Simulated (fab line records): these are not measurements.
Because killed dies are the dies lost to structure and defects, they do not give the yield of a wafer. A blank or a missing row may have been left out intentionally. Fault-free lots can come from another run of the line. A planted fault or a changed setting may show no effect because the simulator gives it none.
What tool caused it? + flow n5 finfet + 8 lots, 22 wafers sampled, at 6 steps of a route of 1938

== WHAT EACH GAUGE READ, for each wafer ==
N5_FIN_SAQP_INSPECT_18: inspects for defects (brightfield). Usual: raw defect count 410, standard deviation 110.
| lot  | measured    | on                | raw defect count | flag |
|------|-------------|-------------------|------------------|------|
| L408 | day 2 10:35 | defect inspect-01 | 410 386 327      |      |
| L410 | day 2 22:17 | defect inspect-02 | 514 501 615      |      |
| L412 | day 3 09:36 | defect inspect-02 | 319 464 407      |      |
| L420 | day 5 11:02 | defect inspect-02 | 265 391          |      |
| L422 | day 5 23:16 | defect inspect-02 | 453 484          |      |
| L423 | day 6 05:17 | defect inspect-01 | 391 533 302      |      |
| L424 | day 6 09:15 | defect inspect-02 | 284 451 288      |      |
| L426 | day 6 21:34 | defect inspect-02 | 472 384 407      |      |

N5_BEOL_M4_RC_MEAS_101. Usual: DIBL_N 36.0 mV/V, standard deviation 1.7; DIBL_P 36.0 mV/V, standard deviation 2; IOFF_N 0.156 nA/um, standard deviation 0.028; IOFF_P 0.21 nA/um, standard deviation 0.04; ION_N 673 uA/um, standard deviation 12; ION_P 463 uA/um, standard deviation 8.3; SS_N 71.4 mV/dec, standard deviation 0.6; SS_P 73.3 mV/dec, standard deviation 0.66; VT_N 250 mV, standard deviation 3; VT_P -250 mV, standard deviation 3.8.
| lot  | measured     | on        | DIBL_N (mV/V)  | DIBL_P (mV/V)  | IOFF_N (nA/um)    | IOFF_P (nA/um) | ION_N (uA/um) | ION_P (uA/um) | SS_N (mV/dec)  | SS_P (mV/dec)  | VT_N (mV)   | VT_P (mV)      | flag |
|------|--------------|-----------|----------------|----------------|-------------------|----------------|---------------|---------------|----------------|----------------|-------------|----------------|------|
| L408 | day 8 01:18  | prober-02 | 35.8 38.5 35.0 | 35.5 39.1 35.3 | 0.155 0.207 0.146 | 0.16 0.22 0.17 | 674 680 668   | 460 454 454   | 72.5 72.3 70.5 | 73.2 74.7 73.0 | 250 248 248 | -257 -251 -256 |      |
| L410 | day 8 13:30  | prober-01 | 36.4 35.6 35.0 | 39.0 36.4 36.8 | 0.167 0.153 0.141 | 0.26 0.22 0.21 | 684 667 660   | 469 466 462   | 72.0 71.8 70.9 | 73.6 72.4 73.0 | 249 253 251 | -245 -247 -249 |      |
| L412 | day 9 11:20  | prober-02 | 39.3 36.9 38.1 | 39.6 36.2 36.6 | 0.205 0.154 0.160 | 0.27 0.21 0.21 | 676 662 662   | 471 456 455   | 72.0 71.2 71.5 | 75.0 74.1 74.0 | 248 254 254 | -247 -253 -254 |      |
| L420 | day 11 05:07 | prober-01 | 35.5 37.1      | 34.7 37.1      | 0.141 0.174       | 0.20 0.24      | 656 688       | 460 467       | 70.8 71.6      | 73.3 73.9      | 254 249     | -251 -248      |      |
| L422 | day 11 23:16 | prober-02 | 37.0 34.4      | 38.4 35.9      | 0.150 0.121       | 0.23 0.20      | 660 663       | 456 460       | 71.2 70.9      | 73.9 72.9      | 251 253     | -247 -250      |      |
| L423 | day 12 10:09 | prober-02 | 38.8 37.1 37.9 | 38.5 36.2 36.2 | 0.179 0.156 0.163 | 0.24 0.22 0.22 | 675 687 672   | 463 470 460   | 71.9 71.3 71.2 | 73.6 72.2 72.9 | 249 248 251 | -250 -248 -249 |      |
| L424 | day 12 11:52 | prober-01 | 34.1 33.2 32.0 | 35.3 33.7 32.7 | 0.130 0.116 0.098 | 0.16 0.15 0.13 | 660 672 652   | 447 451 450   | 71.4 71.2 70.7 | 72.9 72.9 72.6 | 252 251 257 | -257 -256 -257 |      |
| L426 | day 13 12:47 | prober-01 | 38.1 37.2 38.8 | 38.5 36.4 38.3 | 0.208 0.179 0.202 | 0.24 0.20 0.25 | 692 673 686   | 468 455 466   | 71.7 71.9 72.1 | 73.9 73.5 74.6 | 247 249 246 | -249 -254 -250 |      |

== WHICH TOOL RAN EACH LOT (tool, then ch and the chambers of the sampled wafers, then the start) ==
| lot  | N5_FIN_SAQP_MANDREL_ETCH_22     | N5_FIN_SAQP_STRIP_55              | N5_FIN_SAQP_ETCH_57               | N5_FIN_SAQP_ETCH_65             |
|------|---------------------------------|-----------------------------------|-----------------------------------|---------------------------------|
| L408 | rie si-05 ch 0,2,3, day 2 10:54 | rie diel-06 ch 0,1,2, day 2 11:00 | rie diel-01 ch 0,1,2, day 2 12:44 | rie si-05 ch 1,3, day 2 12:50   |
| L410 | rie si-05 ch 1,3, day 3 00:51   | rie diel-01 ch 1,2,3, day 3 00:57 | rie diel-01 ch 2,3, day 3 02:49   | rie si-02 ch 1,2,3, day 3 02:55 |
| L412 | rie si-02 ch 1,2,3, day 3 10:02 | rie diel-01 ch 0,2,3, day 3 10:08 | rie diel-01 ch 0,1,2, day 3 12:07 | rie si-05 ch 0,1,2, day 3 12:13 |
| L420 | rie si-02 ch 0,1, day 5 11:28   | rie diel-01 ch 0,2, day 5 11:37   | rie diel-01 ch 0,2, day 5 13:25   | rie si-02 ch 0,1, day 5 13:31   |
| L422 | rie si-02 ch 0,3, day 5 23:44   | rie diel-03 ch 2,3, day 6 00:16   | rie diel-06 ch 1,3, day 6 01:59   | rie si-05 ch 0,3, day 6 02:05   |
| L423 | rie si-05 ch 0,2,3, day 6 05:37 | rie diel-01 ch 0,2,3, day 6 05:59 | rie diel-01 ch 0,1,2, day 6 07:50 | rie si-04 ch 1,2,3, day 6 07:57 |
| L424 | rie si-05 ch 0,3, day 6 09:34   | rie diel-03 ch 1,2,3, day 6 09:44 | rie diel-03 ch 1,2, day 6 11:25   | rie si-02 ch 1,2, day 6 11:31   |
| L426 | rie si-04 ch 0,2,3, day 6 21:53 | rie diel-03 ch 0,1,2, day 6 21:59 | rie diel-01 ch 0,1,3, day 6 23:44 | rie si-02 ch 0,1, day 6 23:50   |
- N5_FIN_SAQP_MANDREL_ETCH_22: etches a-Si in HBr/Cl2, stops on SiNx, target depth 60 nm, bt time 10 s, time 30 s.
- N5_FIN_SAQP_STRIP_55: strips in N2/H2.
- N5_FIN_SAQP_ETCH_57: etches SiNx in CH3F/O2, target depth 32.5 nm, time 46.4 s.
- N5_FIN_SAQP_ETCH_65: etches SiO2 in CF4, target depth 4 nm, time 4.4 s.

== AS READ BY THE TOOLS THEMSELVES (means over the sampled wafers that have a number; for cases with no such wafer, the mark the record gives instead) ==
N5_FIN_SAQP_MANDREL_ETCH_22. Usual: bias w 74.98 W, standard deviation 0.22; drypump motor current A 5.5 A, standard deviation 0.6; oes product au 0.769 a.u., standard deviation 0.014; rf fwd power W 795.8 W, standard deviation 2.9; throttle valve pct 35.5 %, standard deviation 0.36.
| lot  | tool      | bias w (W) | drypump motor current A (A) | oes product au (a.u.) | rf fwd power W (W) | throttle valve pct (%) | flag |
|------|-----------|------------|-----------------------------|-----------------------|--------------------|------------------------|------|
| L408 | rie si-05 | 74.94      | 5.6                         | 0.768                 | 793.3              | 35.3                   |      |
| L410 | rie si-05 | 74.92      | 5.4                         | 0.768                 | 794.9              | 35.8                   |      |
| L412 | rie si-02 | 75.05      | 5.8                         | 0.777                 | 797.3              | 35.5                   |      |
| L420 | rie si-02 | 75.12      | 5.0                         | 0.766                 | 796.2              | 35.8                   |      |
| L422 | rie si-02 | 74.62      | 5.5                         | 0.765                 | 796.8              | 35.9                   |      |
| L423 | rie si-05 | 74.87      | 5.6                         | 0.764                 | 794.4              | 35.3                   |      |
| L424 | rie si-05 | 75.02      | 5.4                         | 0.768                 | 797.0              | 35.5                   |      |
| L426 | rie si-04 | 74.90      | 5.8                         | 0.756                 | 798.2              | 35.3                   |      |

N5_FIN_SAQP_STRIP_55. Usual: drypump motor current A 5.8 A, standard deviation 0.46; oes product au 0.78 a.u., standard deviation 0.098; rf vpp V 122.1 V, standard deviation 1.4; showerhead plenum p Torr 3.40 Torr, standard deviation 0.079; throttle valve pct 19.1 %, standard deviation 0.39.
| lot  | tool        | drypump motor current A (A) | oes product au (a.u.) | rf vpp V (V) | showerhead plenum p Torr (Torr) | throttle valve pct (%) | flag |
|------|-------------|-----------------------------|-----------------------|--------------|---------------------------------|------------------------|------|
| L408 | rie diel-06 | 5.6                         | 0.75                  | 121.5        | 3.40                            | 19.1                   |      |
| L410 | rie diel-01 | 5.7                         | 0.81                  | 122.6        | 3.36                            | 18.9                   |      |
| L412 | rie diel-01 | 5.8                         | 0.73                  | 122.3        | 3.39                            | 19.1                   |      |
| L420 | rie diel-01 | 6.0                         | 0.71                  | 120.5        | 3.40                            | 18.9                   |      |
| L422 | rie diel-03 | 5.5                         | 0.84                  | 121.8        | 3.38                            | 19.0                   |      |
| L423 | rie diel-01 | 5.9                         | 0.71                  | 121.4        | 3.37                            | 19.2                   |      |
| L424 | rie diel-03 | 5.7                         | 0.85                  | 121.8        | 3.34                            | 19.0                   |      |
| L426 | rie diel-03 | 5.7                         | 0.93                  | 121.8        | 3.39                            | 19.0                   |      |

N5_FIN_SAQP_ETCH_57. Usual: bias w 72.98 W, standard deviation 0.24; drypump motor current A 5.8 A, standard deviation 0.44; etch rf on time s 46.6 s, standard deviation 0.98; oes product au 0.66 a.u., standard deviation 0.08; rf fwd power W 387.4 W, standard deviation 2.4; rf vpp V 295 V, standard deviation 4.6; showerhead plenum p Torr 2.03 Torr, standard deviation 0.049; throttle valve pct 16.45 %, standard deviation 0.24.
| lot  | tool        | bias w (W) | drypump motor current A (A) | etch rf on time s (s) | oes product au (a.u.) | rf fwd power W (W) | rf vpp V (V) | showerhead plenum p Torr (Torr) | throttle valve pct (%) | flag |
|------|-------------|------------|-----------------------------|-----------------------|-----------------------|--------------------|--------------|---------------------------------|------------------------|------|
| L408 | rie diel-01 | 72.83      | 6.1                         | 46.8                  | 0.68                  | 386.6              | 294          | 2.04                            | 16.33                  |      |
| L410 | rie diel-01 | 72.79      | 5.4                         | 46.1                  | 0.63                  | 387.8              | 293          | 1.99                            | 16.48                  |      |
| L412 | rie diel-01 | 72.86      | 6.1                         | 45.8                  | 0.67                  | 388.2              | 294          | 2.03                            | 16.36                  |      |
| L420 | rie diel-01 | 73.12      | 6.0                         | 41.5                  | 0.60                  | 387.4              | 290          | 2.02                            | 16.60                  | OFF  |
| L422 | rie diel-06 | 73.06      | 5.9                         | 40.3                  | 0.74                  | 386.9              | 296          | 2.07                            | 16.36                  | OFF  |
| L423 | rie diel-01 | 72.92      | 6.1                         | 47.5                  | 0.65                  | 386.5              | 294          | 2.02                            | 16.39                  |      |
| L424 | rie diel-03 | 73.14      | 5.8                         | 47.0                  | 0.78                  | 389.7              | 293          | 2.00                            | 16.30                  |      |
| L426 | rie diel-01 | 72.99      | 6.2                         | 46.6                  | 0.65                  | 388.1              | 296          | 2.02                            | 16.37                  |      |

N5_FIN_SAQP_ETCH_65. Usual: bias w 400.1 W, standard deviation 1.3; cf4 flow sccm 80.01 sccm, standard deviation 0.24; drypump motor current A 5.6 A, standard deviation 0.6; oes product au 1.004 a.u., standard deviation 0.022; rf fwd power W 791 W, standard deviation 3.9; throttle valve pct 21.86 %, standard deviation 0.25.
| lot  | tool      | bias w (W) | cf4 flow sccm (sccm) | drypump motor current A (A) | oes product au (a.u.) | rf fwd power W (W) | throttle valve pct (%) | flag |
|------|-----------|------------|----------------------|-----------------------------|-----------------------|--------------------|------------------------|------|
| L408 | rie si-05 | 399.0      | 80.18                | 5.1                         | 0.996                 | 788                | 22.11                  |      |
| L410 | rie si-02 | 399.2      | 79.96                | 5.8                         | 1.027                 | 793                | 21.90                  |      |
| L412 | rie si-05 | 398.7      | 80.19                | 5.3                         | 0.993                 | 790                | 21.70                  |      |
| L420 | rie si-02 | 400.5      | 80.12                | 5.0                         | 1.005                 | 788                | 22.04                  |      |
| L422 | rie si-05 | 400.7      | 79.69                | 5.2                         | 1.004                 | 785                | 21.82                  |      |
| L423 | rie si-04 | 400.5      | 79.99                | 5.4                         | 0.998                 | 792                | 21.79                  |      |
| L424 | rie si-02 | 400.3      | 79.81                | 5.5                         | 1.034                 | 792                | 21.89                  |      |
| L426 | rie si-02 | 401.6      | 80.00                | 5.0                         | 0.997                 | 789                | 22.02                  |      |

== THE ANSWER, worked out from the rows above alone ==
Rule: lot off if the mean of its wafers having a number is beyond 3 standard deviations from the usual mean. Also off: a lot with no number at a reading for which 4 or more lots have one. The other lots that the step has rows for count as sound. After the gauges, taken in route order, come the tools' own readings; for these a lot's mean is taken, as printed above. At the first step where some lot is off, the reading lying furthest off is the one used; lots without a number count as furthest.
Off: L420, L422 (N5_FIN_SAQP_ETCH_57, etch rf on time s).
If a tool, at that step or one of the process steps before it, ran each lot that is off and ran no sound lot following the first of them, it fits. One candidate fits, namely rie si-02 at N5_FIN_SAQP_MANDREL_ETCH_22. A fault onset in the window from L412 (day 3 10:02, its last sound lot) to L420 (day 5 11:28, its first lot off) fits.

== WHAT THE SIMULATOR HAD PUT IN ==
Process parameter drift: rie si-02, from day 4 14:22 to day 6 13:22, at N5_FIN_SAQP_MANDREL_ETCH_22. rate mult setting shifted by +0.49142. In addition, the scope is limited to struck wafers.
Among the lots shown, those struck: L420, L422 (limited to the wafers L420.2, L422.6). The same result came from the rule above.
